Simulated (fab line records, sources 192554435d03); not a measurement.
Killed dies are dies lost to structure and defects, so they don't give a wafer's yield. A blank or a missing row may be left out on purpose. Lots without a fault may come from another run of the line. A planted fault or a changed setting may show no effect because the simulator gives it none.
A struck lot beside a sound one | flow n5_finfet | 16 steps out of a route of 1938
Sound: wafers L937.1, L937.2, L937.3. Struck: wafers L935.1, L935.4, L935.5. The cause comes at the end.
At each step with rows: each side's tool, then ch and its chambers, then its first start. Under that, the readings that differ: sound wafers | struck wafers | difference of the means | sigmas: that difference in standard deviations of wafers without a fault.
alike: readings whose means differ by less than 2 such deviations, and words and numbers that are the same on both sides. not compared: withheld readings, readings that some wafer has no value for, bounds like >300 that may hide the same value, and numbers for which the record gives no deviation and whose values overlap.
The two part at a step that has a row with sigmas, a row that says differs or no value, or rows on one side only. Numbers that don't overlap but have no deviation are shown without sigmas and don't part them. A reading that every wafer of one side lacks parts them only if that side has two wafers or more.

first, 4 steps without rows for these wafers: N5_HKMG_FIN_SOFTBAKE_44 (time 60 s); N5_HKMG_FIN_EXPOSE_46 (exposes mask NDIPOLE); N5_HKMG_FIN_PEB_47 (peb time 60 s); N5_HKMG_FIN_DEVELOP_48 (develop time 30 s).
N5_HKMG_FIN_CD_MEAS_49: target cd 202 nm.
  sound on cd_sem-02 ch 0, day 7 12:00; struck on cd_sem-02 ch 0, day 7 03:39
  alike: cd_nm
N5_HKMG_FIN_OVL_MEAS_50:
  sound on overlay-02 ch 0, day 7 12:02; struck on overlay-01 ch 0, day 7 03:41
  alike: NDIPOLE_OVL
N5_HKMG_FIN_INSPECT_61: inspects for defects (macro).
  sound on defect_inspect-02, day 7 12:04; struck on defect_inspect-02, day 7 03:42
  alike: raw_defect_count
N5_HKMG_FIN_DESCUM_53: chemistry O2, time 7.9 s.
  sound on rie_diel-04 ch 1,2,3, day 7 12:07; struck on rie_diel-02 ch 0,2,3, day 7 03:44
  alike: chamber_pressure_mTorr, drypump_motor_current_A, oes_product_au, rf_vpp_V, showerhead_plenum_p_Torr, throttle_valve_pct
  not compared: rf_hours_counter_h
N5_HKMG_FIN_ETCH_54: etches SiARC in CF4, target depth 45.5 nm, time 75.8 s.
  sound on rie_diel-04 ch 1,2,3, day 7 12:09; struck on rie_diel-02 ch 0,2,3, day 7 03:46
  alike: bias_w, chamber_pressure_mTorr, drypump_motor_current_A, etch_rf_on_time_s, oes_product_au, rf_vpp_V, showerhead_plenum_p_Torr, throttle_valve_pct
  not compared: rf_hours_counter_h
N5_HKMG_FIN_ETCH_55: etches SOC in N2/H2, target depth 240 nm, time 300 s.
  sound on rie_diel-04 ch 1,2,3, day 7 12:13; struck on rie_diel-02 ch 0,2,3, day 7 03:50
  reading                        | sound                | struck               | difference | sigmas
  chamber_pressure_mTorr (mTorr) | 29.973 29.972 30.012 | 30.031 30.082 30.027 | +0.061     | +2
  alike: bias_w, drypump_motor_current_A, oes_product_au, rf_vpp_V, showerhead_plenum_p_Torr, throttle_valve_pct
  not compared: rf_hours_counter_h
then, 1 step without rows for these wafers: N5_HKMG_FIN_STRIP_56 (strips in N2/H2).
N5_HKMG_FIN_STRIP_57: strips in CF4.
  sound on rie_diel-04 ch 1,2,3, day 7 12:24; struck on rie_diel-02 ch 0,2,3, day 7 04:01
  reading      | sound             | struck            | difference | sigmas
  rf_vpp_V (V) | 269.7 269.0 269.2 | 270.5 273.1 272.2 | +2.6       | +2
  alike: chamber_pressure_mTorr, drypump_motor_current_A, oes_product_au, showerhead_plenum_p_Torr, throttle_valve_pct
  not compared: rf_hours_counter_h
N5_HKMG_FIN_ETCH_58: etches SOC in N2/H2, target depth 215.8 nm, time 741 s.
  sound on rie_diel-04 ch 1,2,3, day 7 12:25; struck on rie_diel-02 ch 0,2,3, day 7 04:02
  reading      | sound             | struck            | difference | sigmas
  bias_w (W)   | 12.95 13.05 12.98 | 11.55 11.62 11.58 | -1.41      | -35
  rf_vpp_V (V) | 99.1 98.0 98.4    | 92.7 91.7 92.4    | -6.2       | -8
  alike: chamber_pressure_mTorr, drypump_motor_current_A, oes_product_au, showerhead_plenum_p_Torr, throttle_valve_pct
  not compared: rf_hours_counter_h, model.HKMG_FIN.feature_depth_nm, model.etch.depth_nm, model.SOC_of_HKMG_FIN_COAT_41.thk_nm
N5_HKMG_FIN_STRIP_93: strips SOC in N2/H2, time 20 s.
  sound on rie_diel-04 ch 1,2,3, day 7 12:50; struck on rie_diel-02 ch 0,2,3, day 7 04:28
  alike: chamber_pressure_mTorr, drypump_motor_current_A, oes_product_au, rf_vpp_V, showerhead_plenum_p_Torr, throttle_valve_pct
  not compared: rf_hours_counter_h
-- the record jumps here: 4 days lie between the struck wafers' starts before and after (it left off in module HKMG_FIN and takes up again in module BEOL_M4, whose first step shown is number 1111 of the route) --
N5_BEOL_M4_RC_MEAS_101:
  sound on prober-01 ch 0, day 11 01:53; struck on prober-02 ch 0, day 11 02:26
  alike: DIBL_N, DIBL_P, IOFF_N, IOFF_P, ION_N, ION_P, SS_N, SS_P, VT_N, VT_P
N5_PASSIVATION_PROBE_49:
  the record has rows for the sound wafers here (prober-02, day 15 14:47) and none for the struck ones

WHERE THEY PART
First at N5_HKMG_FIN_ETCH_55; last, within this record, at N5_PASSIVATION_PROBE_49.

WHY: what the simulator had put in
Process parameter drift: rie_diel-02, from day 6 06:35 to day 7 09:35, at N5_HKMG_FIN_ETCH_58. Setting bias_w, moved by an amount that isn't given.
